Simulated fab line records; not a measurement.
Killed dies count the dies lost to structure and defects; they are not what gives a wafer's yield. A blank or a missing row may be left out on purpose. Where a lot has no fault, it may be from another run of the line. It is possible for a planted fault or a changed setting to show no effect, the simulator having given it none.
fab line records	flow nandHarc
[record] lots = 6	wafers = 18	lastDay = 35
route steps=1302 shown A_CONTACT@1077
lots with no fault: from the same line, run without faults
startH: hours from the record's opening day to when the first of the lot's shown wafers began	waitH: hours since the lot's step before	" identical to the entry in the row above	L1.1+2: several wafers, shown together as one row	- no value, or no start given	* or withheld: withheld	< > ~ a bound
route shown NAME@n: names a module that has steps shown in the file, with the first one's number in the route	usual: the fault-free wafers' mean and standard deviation	same: alike in all rows	chamber/n: place in a boat	sites: per-site readings	_std_site: how widely they spread, as a standard deviation	_edge_site: outer sites' mean less inner sites'	radiusMm: for every site, how far away it sits from the centre of the wafer	mask NAME#n: copy n	behind: the last tool/chamber to shape the wafer	hold: cause of the lot's hold/its duration in hours/its outcome	device: whichever transistor did not switch (one of n, p or np)	end of line: the tests these same wafers got at the end of their route	where a step has no rows: the recipe by itself	killed: dies that structure and defects cost at the first sort, which is not the same as the wafer's yield	map: a wafer's dies, x killed, . not, _ none there
set.NAME: setting as actually run; set.NAME@STEP: the setting as run at that earlier step	model.NAME: the simulator's own value behind a step, which no gauge read
lots at some steps of the route; a table a step, a row a wafer
services: when a tool's chamber went out of use (startH, in hours from the record's first day, below 0 if earlier), for how many hours, and the reason
[[steps]]
[step NHARC_A_CONTACT_DEVELOP_07]
[recipe] developTimeS = 35	devTempC = 23
[step NHARC_A_CONTACT_CD_MEAS_08]
[recipe] targetCdNm = 200	landingEnergyEv = 500
[usual] cdNm = 199.9/0.43
lot.wafer	tool	chamber	startH	waitH	cdNm
L223.1	cdSem-01	0	557.16	-	199.5
L223.2	"	0	"	"	200.3
L223.3	"	0	"	"	199.3
L225.3	cdSem-02	0	570.44	-	200.3
L225.5	"	0	"	"	200.1
L225.6	"	0	"	"	200.2
L231.2	cdSem-02	0	652.46	-	200.3
L231.3	"	0	"	"	199.7
L231.6	"	0	"	"	200.0
L234.1	cdSem-03	0	685.34	-	199.8
L234.2	"	0	"	"	199.8
L234.5	"	0	"	"	199.6
L236.1	cdSem-03	0	702.47	-	198.8
L236.2	"	0	"	"	199.2
L236.4	"	0	"	"	199.7
L240.1	cdSem-02	0	765.43	-	200.1
L240.4	"	0	"	"	199.4
L240.6	"	0	"	"	199.9
[step NHARC_A_CONTACT_OVL_MEAS_09]
[usual] overlayXNm = -0.1/0.97	overlayYNm = -0.2/0.86
lot.wafer	tool	chamber	startH	waitH	overlayXNm	overlayYNm
L223.1	overlay-01	-	557.25	-	-0.3	-0.7
L223.2	"	-	"	"	-0.7	-0.5
L223.3	"	-	"	"	-0.7	-1.2
L225.3	overlay-01	-	570.52	-	0.2	-0.5
L225.5	"	-	"	"	0.8	-0.6
L225.6	"	-	"	"	0.7	-0.2
L231.2	overlay-02	-	652.55	-	-1.2	2.0
L231.3	"	-	"	"	-1.1	1.6
L231.6	"	-	"	"	0.0	1.3
L234.1	overlay-02	-	685.43	-	-1.5	0.2
L234.2	"	-	"	"	-1.8	-0.2
L234.5	"	-	"	"	-1.7	0.5
L236.1	overlay-02	-	702.56	-	0.4	0.3
L236.2	"	-	"	"	0.7	0.0
L236.4	"	-	"	"	0.7	-0.2
L240.1	overlay-02	-	765.51	-	1.6	1.2
L240.4	"	-	"	"	1.4	1.4
L240.6	"	-	"	"	0.8	0.9
[step NHARC_A_CONTACT_INSPECT_10]
[usual] rawDefectCount = 86/38
lot.wafer	tool	chamber	startH	waitH	rawDefectCount
L223.1	defectInspect-02	-	557.29	0.0	111
L223.2	"	-	"	"	102
L223.3	"	-	"	"	115
L225.3	defectInspect-01	-	570.56	0.0	111
L225.5	"	-	"	"	130
L225.6	"	-	"	"	129
L231.2	defectInspect-02	-	652.58	0.0	148
L231.3	"	-	"	"	139
L231.6	"	-	"	"	163
L234.1	defectInspect-02	-	685.47	0.0	63
L234.2	"	-	"	"	95
L234.5	"	-	"	"	74
L236.1	defectInspect-02	-	702.60	0.0	66
L236.2	"	-	"	"	67
L236.4	"	-	"	"	70
L240.1	defectInspect-02	-	765.55	0.0	92
L240.4	"	-	"	"	105
L240.6	"	-	"	"	83
[step NHARC_A_CONTACT_DESCUM_13]
[recipe] timeS = 3	o2FlowSccm = 200	arFlowSccm = 0	biasPowerW = 0	chemistry = O2
[usual] drypumpMotorCurrentA = 5.8/0.5	oesProductAu = 1.003/0.008	rfVppV = 57.6/0.92	showerheadPlenumPTorr = 1.90/0.072	throttleValvePct = 11.311/0.0091
lot.wafer	tool	chamber	startH	waitH	drypumpMotorCurrentA	oesProductAu	rfHoursCounterH	rfVppV	showerheadPlenumPTorr	throttleValvePct
L223.1	rieDiel-04	2	557.35	0.1	5.8	1.011	4	57.7	1.85	11.318
L223.2	"	0	"	"	4.6	1.006	4	58.6	2.04	11.319
L223.3	"	1	"	"	4.9	1.007	4	57.2	1.77	11.299
L225.3	rieDiel-01	3	570.62	0.1	5.5	1.012	0	58.2	1.81	11.303
L225.5	"	3	"	"	5.5	1.010	-	57.1	1.81	11.304
L225.6	"	0	"	"	6.5	1.001	-	57.3	1.90	11.318
L231.3	rieDiel-01	1	652.68	0.1	5.3	1.009	7	57.5	1.94	11.307
L231.2	"	3	"	"	5.5	1.002	12	57.6	1.81	11.330
L231.6	"	1	"	"	5.3	1.005	-	58.5	1.94	11.315
L234.1	rieDiel-01	2	685.54	0.1	5.9	1.007	17	59.9	1.98	11.303
L234.2	"	3	"	"	5.5	1.018	20	55.8	1.81	11.311
L234.5	"	1	"	"	5.2	1.010	-	58.0	1.94	11.309
L236.1	rieDiel-07	3	702.67	0.1	6.1	0.999	16	57.5	1.81	11.313
L236.2	"	1	"	"	5.7	1.000	16	56.7	1.84	11.320
L236.4	"	1	"	"	5.7	1.005	-	57.8	1.84	11.308
L240.1	rieDiel-07	3	765.68	0.1	6.1	0.992	38	56.4	1.80	11.318
L240.4	"	1	"	"	5.7	1.000	-	58.3	1.84	11.301
L240.6	"	2	"	"	5.9	0.992	-	57.6	1.86	11.319
[step NHARC_A_CONTACT_ETCH_88]
[recipe] targetDepthA = 390	overEtchFrac = 0.3	timeS = 65	ionEnergyEv = 80	cf4FlowSccm = 150	arFlowSccm = 0	rfW = 300	biasW = 100	chemistry = CF4
[usual] drypumpMotorCurrentA = 5.8/0.5	oesProductAu = 1.002/0.0072	rfVppV = 151.0/1.2	runLengthS = 86.3/0.5	showerheadPlenumPTorr = 1.75/0.063	throttleValvePct = 13.283/0.0093
[same] overEtchFrac = 0.3
lot.wafer	tool	chamber	startH	waitH	drypumpMotorCurrentA	oesProductAu	rfHoursCounterH	rfVppV	runLengthS	showerheadPlenumPTorr	throttleValvePct
L223.3	rieDiel-04	1	557.44	0.1	4.9	1.011	4	148.0	86.5	1.65	13.272
L223.2	"	2	"	"	5.8	0.991	4	150.6	86.4	1.72	13.272
L223.1	"	3	"	"	6.2	1.001	4	151.2	86.3	1.79	13.286
L225.3	rieDiel-01	1	570.71	0.1	5.3	1.003	0	151.5	86.2	1.79	13.284
L225.6	"	1	"	"	5.2	0.999	-	151.5	86.3	1.79	13.286
L225.5	"	2	"	"	5.9	1.011	-	151.2	86.9	1.83	13.275
L231.3	rieDiel-01	3	652.77	0.1	5.5	1.006	12	148.8	85.6	1.68	13.286
L231.2	"	0	"	"	6.5	1.001	13	149.1	85.7	1.75	13.282
L231.6	"	3	"	"	5.5	1.011	-	149.9	85.5	1.68	13.274
L234.2	rieDiel-01	2	685.62	0.1	5.9	0.992	17	152.6	86.8	1.82	13.300
L234.1	"	0	"	"	6.5	1.003	20	151.1	85.7	1.75	13.285
L234.5	"	2	"	"	5.9	1.002	-	150.7	87.0	1.82	13.276
L236.2	rieDiel-07	1	702.77	0.1	5.7	0.995	16	149.0	86.8	1.71	13.283
L236.1	"	2	"	"	5.9	0.998	17	152.1	86.2	1.73	13.278
L236.4	"	1	"	"	5.7	0.993	-	148.8	86.9	1.71	13.279
L240.1	rieDiel-07	3	765.76	0.1	6.1	1.003	38	149.4	86.2	1.67	13.289
L240.6	"	3	"	"	6.1	1.005	-	149.4	86.4	1.67	13.290
L240.4	"	1	"	"	5.7	0.996	-	150.4	86.7	1.70	13.273
[step NHARC_A_CONTACT_ETCH_89]
[recipe] targetDepthA = 2600	overEtchFrac = 0.3	timeS = 475.3	ionEnergyEv = 200	n2FlowSccm = 150	h2FlowSccm = 150	arFlowSccm = 0	rfW = 400	biasW = 150	chemistry = N2/H2
[step NHARC_A_CONTACT_ETCH_30]
[recipe] targetDepthA = 726	timeS = 36.3	cf4FlowSccm = 100	chf3FlowSccm = 30	arFlowSccm = 0	rfW = 500	biasW = 200	chemistry = CF4/CHF3
[step NHARC_A_CONTACT_ETCH_31]
[recipe] targetDepthA = 28000	overEtchFrac = 0.3	timeS = 728	ionEnergyEv = 150	o2FlowSccm = 400	cosFlowSccm = 20	arFlowSccm = 0	rfW = 500	biasW = 300	chemistry = O2/COS
[usual] drypumpMotorCurrentA = 5.8/0.51	oesProductAu = 1.003/0.0083	rfVppV = 313.5/1.9	runLengthS = 749.2/0.5	showerheadPlenumPTorr = 3.09/0.12	throttleValvePct = 28.331/0.0087
[same] overEtchFrac = 0.3
lot.wafer	tool	chamber	startH	waitH	drypumpMotorCurrentA	oesProductAu	rfHoursCounterH	rfVppV	runLengthS	showerheadPlenumPTorr	throttleValvePct
L223.3	rieDiel-04	2	-	-	5.8	1.006	4	312.0	749.5	3.03	28.326
L223.2	"	3	"	"	6.2	1.003	5	314.8	749.1	3.16	28.309
L223.1	"	0	"	"	4.6	1.011	5	316.1	749.1	3.31	28.325
L225.3	rieDiel-01	2	-	-	5.8	1.014	1	315.2	749.7	3.23	28.345
L225.6	"	2	"	"	5.9	1.008	-	316.5	749.8	3.23	28.330
L225.5	"	3	"	"	5.5	0.999	-	313.6	748.5	2.97	28.321
L231.2	rieDiel-01	0	-	-	6.5	1.001	13	313.5	748.7	3.10	28.314
L231.3	"	2	"	"	5.8	0.996	12	313.7	750.2	3.23	28.333
L231.6	"	3	"	"	5.5	0.995	-	311.6	748.4	2.96	28.312
L234.1	rieDiel-01	1	-	-	5.3	1.008	13	315.8	749.4	3.16	28.335
L234.2	"	2	"	"	5.9	1.005	18	315.6	749.6	3.22	28.332
L234.5	"	0	"	"	6.5	1.014	-	313.7	748.7	3.09	28.324
L236.1	rieDiel-07	1	-	-	5.7	0.996	17	314.0	750.1	3.01	28.332
L236.2	"	2	"	"	5.9	0.993	17	313.5	748.9	3.04	28.342
L236.4	"	2	"	"	5.9	0.982	-	312.1	749.7	3.04	28.327
L240.1	rieDiel-07	3	-	-	6.1	1.003	39	310.0	749.2	2.95	28.346
L240.4	"	1	"	"	5.7	1.004	-	311.4	750.3	3.00	28.314
L240.6	"	3	"	"	6.1	0.998	-	312.3	749.3	2.95	28.347
[step NHARC_A_CONTACT_ETCH_134]
[recipe] sourceW = withheld	pressureMtorr = 20	biasV = withheld	timeS = 140	targetDepthA = 7000	arFlowSccm = withheld	c4f8FlowSccm = withheld	o2FlowSccm = withheld	chemistry = C4F8/O2/Ar
[usual] runLengthS = 141.20/0.29
lot.wafer	tool	chamber	startH	waitH	rfHoursCounterH	runLengthS
L223.1	harCapEtch-03	0	558.56	-	55	141.21
L223.2	"	1	"	"	55	141.46
L223.3	"	1	"	"	-	140.91
L225.3	harCapEtch-03	0	571.85	-	-	141.47
L225.5	"	1	"	"	-	141.59
L225.6	"	0	"	"	-	141.58
L231.2	harCapEtch-02	1	653.85	-	110	141.39
L231.3	"	0	"	"	-	141.77
L231.6	"	0	"	"	-	141.39
L234.2	harCapEtch-01	0	686.65	-	34	140.98
L234.1	"	1	"	"	34	141.05
L234.5	"	1	"	"	-	140.94
L236.1	harCapEtch-02	1	703.99	-	119	140.84
L236.2	"	0	"	"	119	141.23
L236.4	"	0	"	"	-	141.40
L240.1	harCapEtch-03	1	767.67	-	92	140.82
L240.4	"	0	"	"	-	141.19
L240.6	"	1	"	"	-	140.92
[step NHARC_A_CONTACT_ETCH_135]
[recipe] sourceW = withheld	pressureMtorr = 20	biasV = 1200	timeS = 311	targetDepthA = 19120	arFlowSccm = withheld	c4f8FlowSccm = withheld	o2FlowSccm = withheld	chemistry = C4F8/O2/Ar
[usual] runLengthS = 311/0
lot.wafer	tool	chamber	startH	waitH	rfHoursCounterH	runLengthS
L223.1	harCapEtch-03	0	558.76	0.2	55	311
L223.2	"	1	"	"	55	311
L223.3	"	1	"	"	-	311
L225.3	harCapEtch-03	0	572.09	0.2	-	311
L225.5	"	1	"	"	-	311
L225.6	"	0	"	"	-	311
L231.2	harCapEtch-02	1	654.06	0.2	110	311
L231.3	"	0	"	"	-	311
L231.6	"	0	"	"	-	311
L234.2	harCapEtch-01	0	686.85	0.2	34	311
L234.1	"	1	"	"	34	311
L234.5	"	1	"	"	-	311
L236.1	harCapEtch-02	1	704.19	0.2	119	311
L236.2	"	0	"	"	119	311
L236.4	"	0	"	"	-	311
L240.1	harCapEtch-03	1	767.88	0.2	92	311
L240.4	"	0	"	"	-	311
L240.6	"	1	"	"	-	311
[step NHARC_A_CONTACT_ETCH_136]
[recipe] sourceW = withheld	pressureMtorr = 20	biasV = 1200	timeS = 311	targetDepthA = 19120	arFlowSccm = withheld	c4f8FlowSccm = withheld	o2FlowSccm = withheld	chemistry = C4F8/O2/Ar
[step NHARC_A_CONTACT_ETCH_137]
[recipe] sourceW = withheld	pressureMtorr = 20	biasV = 1200	timeS = 311	targetDepthA = 19120	arFlowSccm = withheld	c4f8FlowSccm = withheld	o2FlowSccm = withheld	chemistry = C4F8/O2/Ar
[usual] runLengthS = 311/0
lot.wafer	tool	chamber	startH	waitH	rfHoursCounterH	runLengthS
L223.1	harCapEtch-03	0	559.30	0.2	56	348.66
L223.2	"	1	"	"	56	311
L223.3	"	1	"	"	-	348.66
L225.3	harCapEtch-03	0	572.64	0.2	-	348.66
L225.5	"	1	"	"	-	311
L225.6	"	0	"	"	-	348.66
L231.2	harCapEtch-02	1	654.60	0.2	110	311
L231.3	"	0	"	"	-	311
L231.6	"	0	"	"	-	311
L234.2	harCapEtch-01	0	687.40	0.2	35	311
L234.1	"	1	"	"	35	311
L234.5	"	1	"	"	-	311
L236.1	harCapEtch-02	1	704.74	0.2	119	311
L236.2	"	0	"	"	119	311
L236.4	"	0	"	"	-	311
L240.1	harCapEtch-03	1	768.42	0.2	93	311
L240.4	"	0	"	"	-	311
L240.6	"	1	"	"	-	311
[step NHARC_A_CONTACT_ETCH_138]
[recipe] sourceW = withheld	pressureMtorr = 20	biasV = 1200	timeS = 311	targetDepthA = 19140	arFlowSccm = withheld	c4f8FlowSccm = withheld	o2FlowSccm = withheld	chemistry = C4F8/O2/Ar
[[services]]
tool	chamber	startH	hours	kind
rieDiel-01	0	537.27	-	clean
rieDiel-01	1	537.27	-	clean
rieDiel-01	2	537.27	-	clean
rieDiel-01	3	537.27	-	clean
rieDiel-04	2	539.46	4.0	repair
rieDiel-07	-	550.42	0.9	repair
rieDiel-01	-	558.11	9.0	pm
rieDiel-01	0	558.11	9.0	ventCycle
rieDiel-01	1	558.11	9.0	ventCycle
rieDiel-01	2	558.11	9.0	ventCycle
rieDiel-01	3	558.11	9.0	ventCycle
rieDiel-07	0	562.55	12.0	repair
rieDiel-01	3	601.55	3.7	repair
rieDiel-01	1	604.61	18.3	repair
rieDiel-07	-	648.23	9.0	pm
rieDiel-04	1	655.38	4.3	repair
rieDiel-04	2	669.20	17.9	repair
rieDiel-04	0	703.71	5.1	repair
rieDiel-04	-	709.41	9.0	pm
rieDiel-01	-	735.11	9.0	pm
rieDiel-01	-	753.80	0.9	repair
harCapEtch-02	-	755.60	17.0	pm
rieDiel-07	0	759.73	21.2	repair
rieDiel-04	2	768.33	16.5	repair
[[key]]
[firstSign] step = NHARC_A_CONTACT_ETCH_137	reading = runLengthS	direction = up	sigmas = 99+	usual = *	struck = *
effect none on later readings
metAt NHARC_A_CONTACT_ETCH_137
struckWafers L223.1,L223.3,L225.3,L225.6
testerLeftOut L223,L225
[fault] kind = processParameterDrift	tool = harCapEtch-03	chamber = -	onsetH = 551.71	steps = NHARC_A_CONTACT_ETCH_137	channel = timeS	offset = *	shape = step	endH = 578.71	scope = struckWafersOnly	actsIn = *	stated = *
// testerLeftOut: of these lots the tester's yield and bins aren't shown, on N5 and GAA mostly nor the transistor test; their killed dies are dies lost to structure and defects alone, not to doping, threshold or leakage, so they don't give the yield
